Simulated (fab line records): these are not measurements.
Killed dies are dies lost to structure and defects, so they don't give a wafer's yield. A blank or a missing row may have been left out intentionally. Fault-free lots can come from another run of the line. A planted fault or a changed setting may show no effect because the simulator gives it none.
fab line records	flow nand-harc
record lots=7	wafers=19	last-day=33
route steps=1302 shown A_ONON_D1@430 END@1302
lots untouched by any fault: they come from a run of this same line in which no faults occurred
start-h: the number of hours between the record's first day and the start of the first shown wafer of the lot	wait-h: time in hours since the lot's previous step	" identical to the entry in the row above	L1.1+2: a row that stands for several wafers	- no value, or no start was given	* or withheld: withheld	< > ~ a bound
route shown NAME@n: a module of which the file shows steps, and the number in the route of the first	usual: mean/standard deviation taken from wafers without a fault	same: alike in all rows	chamber/n: place in a boat	sites: the reading at each site	_std_site: the values' standard deviation	_edge_site: the outer-site mean with the inner-site mean subtracted	radius-mm: how far each site lies from the wafer's centre	mask NAME#n: copy n	behind: tool/chamber where the wafer was last shaped	hold: why the lot went on hold/how many hours it stayed there/how the hold came to an end	device: names the non-switching transistor (n, p or np)	end of line: the tests these same wafers got at the end of their route	a step with no rows: only its recipe	killed: dies that structure and defects cost at the first sort, which is not the same as the wafer's yield	map: shows each die of a wafer: x if killed, . if not, _ if none is there
set.NAME: the run value of the setting; set.NAME@STEP: its run value at that earlier step	model.NAME: the simulator's own value behind a step, which no gauge read
lots at selected steps of the route; one table per step, one row per wafer
services: the hour from which a tool's chamber was out of use, counted from the record's first day as start-h (under 0 if before that day), plus the number of hours and why
## steps
# step NHARC_A_ONON_D1_DEP_09
# recipe target-thk-a=10000	n2-flow-sccm=2750	n2o-flow-sccm=2000	nh3-flow-sccm=500	sih4-flow-sccm=210	temp-c=400
# step NHARC_A_ONON_D1_THK_MEAS_11
# recipe thk-meas-gauge=ellipsometry
# usual thk-nm=998/8
lot.wafer	tool	chamber	start-h	wait-h	thk-nm
L689.4	film-metro-01	-	223.69	-	988
L689.5	"	-	"	"	988
L689.6	"	-	"	"	989
L692.1	film-metro-01	-	254.00	-	994
L692.3	"	-	"	"	992
L692.6	"	-	"	"	994
L698.3	film-metro-01	-	307.08	-	1000
L698.4	"	-	"	"	998
L698.5	"	-	"	"	1001
L696.2	film-metro-01	-	307.20	-	1015
L696.6	"	-	"	"	1015
L699.2	film-metro-02	-	326.71	-	988
L699.6	"	-	"	"	989
L704.2	film-metro-02	-	372.94	-	992
L704.4	"	-	"	"	992
L704.6	"	-	"	"	991
L706.2	film-metro-01	-	397.26	-	1009
L706.3	"	-	"	"	1010
L706.5	"	-	"	"	1010
# step NHARC_A_ONON_D1_DEP_12
# recipe target-thk-a=10000	n2-flow-sccm=2750	n2o-flow-sccm=2000	nh3-flow-sccm=500	sih4-flow-sccm=210	temp-c=400
# step NHARC_A_ONON_D1_THK_MEAS_14
# recipe thk-meas-gauge=ellipsometry
# usual thk-nm=1001/7.6
lot.wafer	tool	chamber	start-h	wait-h	thk-nm
L689.4	film-metro-02	-	224.26	-	995
L689.5	"	-	"	"	993
L689.6	"	-	"	"	993
L692.1	film-metro-02	-	254.57	-	993
L692.3	"	-	"	"	993
L692.6	"	-	"	"	991
L698.3	film-metro-02	-	307.64	-	992
L698.4	"	-	"	"	994
L698.5	"	-	"	"	993
L696.2	film-metro-02	-	307.77	-	1008
L696.6	"	-	"	"	1006
L699.2	film-metro-02	-	327.27	-	1008
L699.6	"	-	"	"	1006
L704.2	film-metro-02	-	373.51	-	1000
L704.4	"	-	"	"	999
L704.6	"	-	"	"	999
L706.2	film-metro-02	-	397.83	-	1012
L706.3	"	-	"	"	1013
L706.5	"	-	"	"	1011
# step NHARC_A_ONON_D1_ANNEAL_15
# recipe temp-c=750	time-s=3600
# step NHARC_A_ONON_D1_DEP_16
# recipe target-thk-a=10000	n2-flow-sccm=2750	n2o-flow-sccm=2000	nh3-flow-sccm=500	sih4-flow-sccm=210	temp-c=400
# step NHARC_A_ONON_D1_THK_MEAS_18
# recipe thk-meas-gauge=ellipsometry
# usual thk-nm=1002/8.3
lot.wafer	tool	chamber	start-h	wait-h	thk-nm
L689.4	film-metro-01	-	232.08	-	1011
L689.5	"	-	"	"	1012
L689.6	"	-	"	"	1010
L692.1	film-metro-01	-	263.35	-	1007
L692.3	"	-	"	"	1009
L692.6	"	-	"	"	1007
L698.3	film-metro-02	-	318.79	-	994
L698.4	"	-	"	"	994
L698.5	"	-	"	"	993
L696.2	film-metro-02	-	319.15	-	990
L696.6	"	-	"	"	992
L699.2	film-metro-01	-	335.07	-	995
L699.6	"	-	"	"	995
L704.2	film-metro-01	-	379.22	-	1008
L704.4	"	-	"	"	1007
L704.6	"	-	"	"	1006
L706.2	film-metro-01	-	405.67	-	1012
L706.3	"	-	"	"	1010
L706.5	"	-	"	"	1013
# step NHARC_A_ONON_D1_DEP_19
# recipe target-thk-a=10000	n2-flow-sccm=2750	n2o-flow-sccm=2000	nh3-flow-sccm=500	sih4-flow-sccm=210	temp-c=400
# step NHARC_A_ONON_D1_THK_MEAS_21
# recipe thk-meas-gauge=ellipsometry
# usual thk-nm=1000/8.7
lot.wafer	tool	chamber	start-h	wait-h	thk-nm
L689.4	film-metro-01	-	232.64	-	992
L689.5	"	-	"	"	992
L689.6	"	-	"	"	995
L692.1	film-metro-02	-	263.91	-	982
L692.3	"	-	"	"	982
L692.6	"	-	"	"	983
L698.3	film-metro-02	-	319.36	-	992
L698.4	"	-	"	"	993
L698.5	"	-	"	"	992
L696.2	film-metro-02	-	319.71	-	1005
L696.6	"	-	"	"	1005
L699.2	film-metro-01	-	335.64	-	1010
L699.6	"	-	"	"	1011
L704.2	film-metro-01	-	379.86	-	1001
L704.4	"	-	"	"	1003
L704.6	"	-	"	"	1004
L706.2	film-metro-02	-	406.24	-	1002
L706.3	"	-	"	"	1004
L706.5	"	-	"	"	1004
# step NHARC_A_ONON_D1_DEP_22
# recipe target-thk-a=10000	n2-flow-sccm=2750	n2o-flow-sccm=2000	nh3-flow-sccm=500	sih4-flow-sccm=210	temp-c=400
# step NHARC_A_ONON_D1_THK_MEAS_24
# recipe thk-meas-gauge=ellipsometry
# usual thk-nm=999/7.1
lot.wafer	tool	chamber	start-h	wait-h	thk-nm
L689.4	film-metro-01	-	233.21	-	1008
L689.5	"	-	"	"	1007
L689.6	"	-	"	"	1009
L692.1	film-metro-01	-	264.47	-	992
L692.3	"	-	"	"	993
L692.6	"	-	"	"	993
L698.3	film-metro-01	-	319.93	-	995
L698.4	"	-	"	"	995
L698.5	"	-	"	"	997
L696.2	film-metro-01	-	320.28	-	1004
L696.6	"	-	"	"	1001
L699.2	film-metro-01	-	336.21	-	993
L699.6	"	-	"	"	992
L704.2	film-metro-01	-	380.43	-	1007
L704.4	"	-	"	"	1007
L704.6	"	-	"	"	1006
L706.2	film-metro-01	-	406.80	-	1004
L706.3	"	-	"	"	1006
L706.5	"	-	"	"	1004
# step NHARC_A_ONON_D1_DEP_25
# recipe target-thk-a=10000	n2-flow-sccm=2750	n2o-flow-sccm=2000	nh3-flow-sccm=500	sih4-flow-sccm=210	temp-c=400
lot.wafer	tool	chamber	start-h	wait-h
L689.4+5+6	pecvd-onon-04	0	233.44	0.2
L692.1+3+6	pecvd-onon-02	0	264.53	0.1
L698.3+4+5	pecvd-onon-02	0	320.10	0.2
L696.2+6	pecvd-onon-02	0	320.40	0.1
L699.2+6	pecvd-onon-02	0	336.32	0.1
L704.2+4+6	pecvd-onon-04	0	380.54	0.1
L706.2+3+5	pecvd-onon-02	0	406.91	0.1
# step NHARC_A_ONON_D1_THK_MEAS_27
# recipe thk-meas-gauge=ellipsometry
# usual thk-nm=997/7.6
lot.wafer	tool	chamber	start-h	wait-h	thk-nm
L689.4	film-metro-01	-	233.78	-	999
L689.5	"	-	"	"	1000
L689.6	"	-	"	"	1000
L692.1	film-metro-02	-	265.05	-	985
L692.3	"	-	"	"	986
L692.6	"	-	"	"	986
L698.3	film-metro-02	-	320.49	-	994
L698.4	"	-	"	"	1552
L698.5	"	-	"	"	993
L696.2	film-metro-02	-	320.85	-	1000
L696.6	"	-	"	"	1555
L699.2	film-metro-02	-	336.77	-	985
L699.6	"	-	"	"	1542
L704.2	film-metro-01	-	381.00	-	1007
L704.4	"	-	"	"	1005
L704.6	"	-	"	"	1007
L706.2	film-metro-01	-	407.36	-	986
L706.3	"	-	"	"	986
L706.5	"	-	"	"	986
# step NHARC_A_ONON_D1_DEP_28
# recipe target-thk-a=10000	n2-flow-sccm=2750	n2o-flow-sccm=2000	nh3-flow-sccm=500	sih4-flow-sccm=210	temp-c=400
# step NHARC_END_SORT_01
# recipe temp-c=25
# usual killed-at-array=59/17	killed-at-other=0.9/1.6	killed-at-periphery=3.7/2.3	killed-dies=64/17	killed-open=3.3/1.8	killed-short=2.4/1.6
# same gross-dies=677
lot.wafer	tool	chamber	start-h	wait-h	killed-at-array	killed-at-other	killed-at-periphery	killed-dies	killed-open	killed-short
L689.4	prober-01	0	622.14	3.4	57	1	2	60	7	1
L689.5	prober-01	0	622.94	3.7	53	1	1	55	2	1
L689.6	prober-01	0	623.75	4.0	58	1	4	63	4	1
L692.1	prober-01	0	667.03	2.5	66	4	5	75	3	1
L692.3	prober-01	0	668.59	3.1	69	3	4	76	7	1
L692.6	prober-01	0	670.93	3.9	66	4	3	73	3	4
L696.2	prober-01	0	701.35	2.8	78	1	6	85	3	3
L696.6	prober-01	0	704.54	4.0	672	1	4	677	3	2
L699.2	prober-02	0	715.61	2.8	74	0	2	76	4	3
L699.6	prober-02	0	718.84	4.0	676	0	1	677	3	2
L698.3	prober-01	0	717.74	3.1	92	0	3	95	5	4
L698.4	prober-01	0	718.54	3.4	668	1	8	677	6	5
L698.5	prober-01	0	719.33	3.7	72	0	5	77	2	1
L704.2	prober-01	0	765.30	2.8	69	1	3	73	1	0
L704.4	prober-01	0	766.90	3.4	73	1	6	80	2	0
L704.6	prober-01	0	768.50	4.0	84	2	5	91	5	1
L706.2	prober-02	0	788.37	2.8	72	1	2	75	2	1
L706.3	prober-02	0	789.16	3.1	51	3	1	55	1	1
L706.5	prober-02	0	790.73	3.7	68	0	1	69	4	4
# killed by level:class
L689.4 A_CHANNEL_HOLE_D1:chamber-film-flake=30 A_CHANNEL_HOLE_D2:chamber-film-flake=10 A_CONTACT:chamber-film-flake=4 A_ONON_D1:geometric-particle:open=3 A_CHANNEL_FILL_D2:chamber-film-flake=3 P_M1:chamber-film-flake=2 A_STAIRCASE:chamber-film-flake=2 A_DECK1_JOINT:geometric-particle:open=1
L689.5 A_CHANNEL_HOLE_D1:chamber-film-flake=26 A_CHANNEL_HOLE_D2:chamber-film-flake=17 A_CONTACT:chamber-film-flake=3 A_CHANNEL_FILL_D1:geometric-particle:open=2 A_STAIRCASE:chamber-film-flake=2 P_GATE:geometric-particle:short=1 A_CHANNEL_FILL_D2:chamber-film-flake=1 A_WL_FILL:chamber-film-flake=1
L689.6 A_CHANNEL_HOLE_D1:chamber-film-flake=33 A_CHANNEL_HOLE_D2:chamber-film-flake=9 P_M1:chamber-film-flake=4 A_CHANNEL_FILL_D2:chamber-film-flake=3 A_STAIRCASE:chamber-film-flake=3 A_CONTACT:chamber-film-flake=3 A_M0:chamber-film-flake=2 A_CHANNEL_FILL_D1:geometric-particle:open=1
L692.1 A_CHANNEL_HOLE_D1:chamber-film-flake=33 A_CHANNEL_HOLE_D2:chamber-film-flake=14 A_SGD_CUT:chamber-film-flake=6 A_STAIRCASE:chamber-film-flake=6 THIN_TSV:chamber-film-flake=4 P_ZERO_WELL:chamber-film-flake=3 A_CHANNEL_FILL_D2:chamber-film-flake=2 P_M0:geometric-particle:open=1
L692.3 A_CHANNEL_HOLE_D1:chamber-film-flake=28 A_CHANNEL_HOLE_D2:chamber-film-flake=19 A_SGD_CUT:chamber-film-flake=6 A_CHANNEL_FILL_D2:chamber-film-flake=5 THIN_TSV:chamber-film-flake=3 A_WL_FILL:geometric-particle:open=3 P_M1:geometric-particle:open=2 A_DECK1_JOINT:chamber-film-flake=2
L692.6 A_CHANNEL_HOLE_D1:chamber-film-flake=27 A_CHANNEL_HOLE_D2:chamber-film-flake=18 A_STAIRCASE:chamber-film-flake=5 THIN_TSV:chamber-film-flake=4 A_CHANNEL_FILL_D2:chamber-film-flake=3 A_ONON_D1:geometric-particle:open=2 P_GATE:chamber-film-flake=2 A_DECK1_JOINT:chamber-film-flake=2
L696.2 A_CHANNEL_HOLE_D1:chamber-film-flake=27 A_CHANNEL_HOLE_D2:chamber-film-flake=20 A_CONTACT:chamber-film-flake=11 A_SLIT:chamber-film-flake=6 A_DECK1_JOINT:chamber-film-flake=4 A_CHANNEL_FILL_D1:chamber-film-flake=2 A_CHANNEL_FILL_D2:chamber-film-flake=2 A_BLC:chamber-film-flake=2
L696.6 A_ONON_D1:area-dep=597 A_CHANNEL_HOLE_D1:chamber-film-flake=28 A_CHANNEL_HOLE_D2:chamber-film-flake=17 A_CONTACT:chamber-film-flake=13 A_SLIT:chamber-film-flake=3 A_BLC:chamber-film-flake=3 A_DECK1_JOINT:chamber-film-flake=2 A_WL_FILL:chamber-film-flake=2
L699.2 A_CHANNEL_HOLE_D1:chamber-film-flake=34 A_CHANNEL_HOLE_D2:chamber-film-flake=26 A_SLIT:chamber-film-flake=4 A_CONTACT:chamber-film-flake=3 A_BLC:geometric-particle:open=2 P_M1:geometric-particle:open=1 A_STAIRCASE:geometric-particle:short=1 A_SGD_CUT:geometric-particle:open=1
L698.3 A_CHANNEL_HOLE_D1:chamber-film-flake=29 A_CHANNEL_HOLE_D2:chamber-film-flake=25 A_STAIRCASE:chamber-film-flake=11 A_WL_FILL:chamber-film-flake=8 A_CONTACT:chamber-film-flake=6 A_SLIT:chamber-film-flake=5 P_GATE:geometric-particle:open=1 P_M2:geometric-particle:open=1
L698.4 A_ONON_D1:area-dep=585 A_CHANNEL_HOLE_D1:chamber-film-flake=32 A_CHANNEL_HOLE_D2:chamber-film-flake=21 P_GATE:chamber-film-flake=6 A_SLIT:chamber-film-flake=6 A_CONTACT:chamber-film-flake=6 A_STAIRCASE:chamber-film-flake=3 A_CHANNEL_HOLE_D1:geometric-particle:short=2
L699.6 A_ONON_D1:area-dep=616 A_CHANNEL_HOLE_D1:chamber-film-flake=29 A_CHANNEL_HOLE_D2:chamber-film-flake=18 A_CONTACT:chamber-film-flake=5 P_M1:geometric-particle:open=1 A_SOURCE_PLATE:geometric-particle:short=1 A_ONON_D1:geometric-particle:open=1 A_DECK1_JOINT:geometric-particle:open=1
L698.5 A_CHANNEL_HOLE_D1:chamber-film-flake=30 A_CHANNEL_HOLE_D2:chamber-film-flake=15 A_SLIT:chamber-film-flake=7 A_STAIRCASE:chamber-film-flake=7 A_WL_FILL:chamber-film-flake=5 A_CONTACT:chamber-film-flake=3 A_BLC:geometric-particle:open=2 P_GATE:chamber-film-flake=2
L704.2 A_SLIT:chamber-film-flake=23 A_CHANNEL_HOLE_D2:chamber-film-flake=18 A_CHANNEL_HOLE_D1:chamber-film-flake=11 A_CONTACT:chamber-film-flake=11 A_CHANNEL_FILL_D1:chamber-film-flake=3 P_ZERO_WELL:chamber-film-flake=2 A_WL_FILL:chamber-film-flake=2 P_CONTACT:geometric-particle:open=1
L704.4 A_SLIT:chamber-film-flake=22 A_CHANNEL_HOLE_D2:chamber-film-flake=17 A_CHANNEL_HOLE_D1:chamber-film-flake=14 A_CONTACT:chamber-film-flake=14 P_ZERO_WELL:chamber-film-flake=4 A_CHANNEL_FILL_D2:chamber-film-flake=2 P_CONTACT:geometric-particle:open=1 A_M0:geometric-particle:open=1
L704.6 A_SLIT:chamber-film-flake=22 A_CHANNEL_HOLE_D1:chamber-film-flake=19 A_CHANNEL_HOLE_D2:chamber-film-flake=18 A_CONTACT:chamber-film-flake=15 A_CHANNEL_FILL_D1:geometric-particle:open=3 P_STI:chamber-film-flake=2 A_CHANNEL_FILL_D1:chamber-film-flake=2 THIN_TSV:chamber-film-flake=2
L706.2 A_SLIT:chamber-film-flake=37 A_CHANNEL_HOLE_D1:chamber-film-flake=23 A_CONTACT:chamber-film-flake=7 A_CHANNEL_FILL_D1:chamber-film-flake=2 P_M0:geometric-particle:open=1 A_ONON_D1:geometric-particle:open=1 A_CHANNEL_FILL_D2:geometric-particle:short=1 P_BONDPAD:chamber-film-flake=1
L706.3 A_SLIT:chamber-film-flake=27 A_CHANNEL_HOLE_D1:chamber-film-flake=13 A_CONTACT:chamber-film-flake=5 THIN_TSV:chamber-film-flake=3 A_STAIRCASE:chamber-film-flake=2 P_CONTACT:geometric-particle:open=1 A_WL_FILL:geometric-particle:short=1 A_CHANNEL_FILL_D1:chamber-film-flake=1
L706.5 A_SLIT:chamber-film-flake=28 A_CHANNEL_HOLE_D1:chamber-film-flake=20 A_CONTACT:chamber-film-flake=5 A_STAIRCASE:chamber-film-flake=4 A_CHANNEL_FILL_D2:geometric-particle:short=2 A_CHANNEL_HOLE_D2:chamber-film-flake=2 P_M0:geometric-particle:open=1 A_ONON_D1:geometric-particle:short=1
# map L696.6 (x killed, . not)
____________x____________
_________xxxxxxx_________
_______xxxxxxxxxxx_______
______xxxxxxxxxxxxx______
_____xxxxxxxxxxxxxxx_____
____xxxxxxxxxxxxxxxxx____
____xxxxxxxxxxxxxxxxx____
___xxxxxxxxxxxxxxxxxxx___
___xxxxxxxxxxxxxxxxxxx___
__xxxxxxxxxxxxxxxxxxxxx__
__xxxxxxxxxxxxxxxxxxxxx__
_xxxxxxxxxxxxxxxxxxxxxxx_
_xxxxxxxxxxxxxxxxxxxxxxx_
_xxxxxxxxxxxxxxxxxxxxxxx_
_xxxxxxxxxxxxxxxxxxxxxxx_
_xxxxxxxxxxxxxxxxxxxxxxx_
xxxxxxxxxxxxxxxxxxxxxxxxx
xxxxxxxxxxxxxxxxxxxxxxxxx
xxxxxxxxxxxxxxxxxxxxxxxxx
xxxxxxxxxxxxxxxxxxxxxxxxx
xxxxxxxxxxxxxxxxxxxxxxxxx
_xxxxxxxxxxxxxxxxxxxxxxx_
_xxxxxxxxxxxxxxxxxxxxxxx_
_xxxxxxxxxxxxxxxxxxxxxxx_
_xxxxxxxxxxxxxxxxxxxxxxx_
_xxxxxxxxxxxxxxxxxxxxxxx_
__xxxxxxxxxxxxxxxxxxxxx__
__xxxxxxxxxxxxxxxxxxxxx__
___xxxxxxxxxxxxxxxxxxx___
___xxxxxxxxxxxxxxxxxxx___
____xxxxxxxxxxxxxxxxx____
____xxxxxxxxxxxxxxxxx____
_____xxxxxxxxxxxxxxx_____
______xxxxxxxxxxxxx______
_______xxxxxxxxxxx_______
_________xxxxxxx_________
____________x____________
# map L698.4 (x killed, . not)
____________x____________
_________xxxxxxx_________
_______xxxxxxxxxxx_______
______xxxxxxxxxxxxx______
_____xxxxxxxxxxxxxxx_____
____xxxxxxxxxxxxxxxxx____
____xxxxxxxxxxxxxxxxx____
___xxxxxxxxxxxxxxxxxxx___
___xxxxxxxxxxxxxxxxxxx___
__xxxxxxxxxxxxxxxxxxxxx__
__xxxxxxxxxxxxxxxxxxxxx__
_xxxxxxxxxxxxxxxxxxxxxxx_
_xxxxxxxxxxxxxxxxxxxxxxx_
_xxxxxxxxxxxxxxxxxxxxxxx_
_xxxxxxxxxxxxxxxxxxxxxxx_
_xxxxxxxxxxxxxxxxxxxxxxx_
xxxxxxxxxxxxxxxxxxxxxxxxx
xxxxxxxxxxxxxxxxxxxxxxxxx
xxxxxxxxxxxxxxxxxxxxxxxxx
xxxxxxxxxxxxxxxxxxxxxxxxx
xxxxxxxxxxxxxxxxxxxxxxxxx
_xxxxxxxxxxxxxxxxxxxxxxx_
_xxxxxxxxxxxxxxxxxxxxxxx_
_xxxxxxxxxxxxxxxxxxxxxxx_
_xxxxxxxxxxxxxxxxxxxxxxx_
_xxxxxxxxxxxxxxxxxxxxxxx_
__xxxxxxxxxxxxxxxxxxxxx__
__xxxxxxxxxxxxxxxxxxxxx__
___xxxxxxxxxxxxxxxxxxx___
___xxxxxxxxxxxxxxxxxxx___
____xxxxxxxxxxxxxxxxx____
____xxxxxxxxxxxxxxxxx____
_____xxxxxxxxxxxxxxx_____
______xxxxxxxxxxxxx______
_______xxxxxxxxxxx_______
_________xxxxxxx_________
____________x____________
## services
tool	chamber	start-h	hours	kind
pecvd-onon-04	-	311.35	13.0	pm
pecvd-onon-02	-	366.00	13.0	pm
## key
first-sign step=NHARC_A_ONON_D1_THK_MEAS_27	reading=thk-nm	direction=up	sigmas=73	usual=997	struck=1550
effect step=NHARC_END_SORT_01	reading=killed-at-array	direction=up	sigmas=37	usual=59	struck=672
more-kills-born-at NHARC_A_ONON_D1_DEP_25@pecvd-onon-02=1798
met-at NHARC_A_ONON_D1_DEP_25
struck-wafers L696.6,L698.4,L699.6
later-rows-left-out L696.6,L698.4,L699.6
tester-left-out L696,L698,L699
fault kind=process-parameter-drift	tool=pecvd-onon-02	chamber=-	onset-h=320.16	steps=NHARC_A_ONON_D1_DEP_25	channel=target-thk-a	offset=*	shape=step	end-h=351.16	scope=struck-wafers-only	acts-in=*	stated=*
# tester-left-out: of these lots the tester's yield and bins aren't shown, on N5 and GAA mostly nor the transistor test; their killed dies are dies lost to structure and defects alone, not to doping, threshold or leakage, so they don't give the yield
# later-rows-left-out: the simulator's readings of these wafers behind a module that went badly wrong aren't trusted and aren't shown, but for the sort
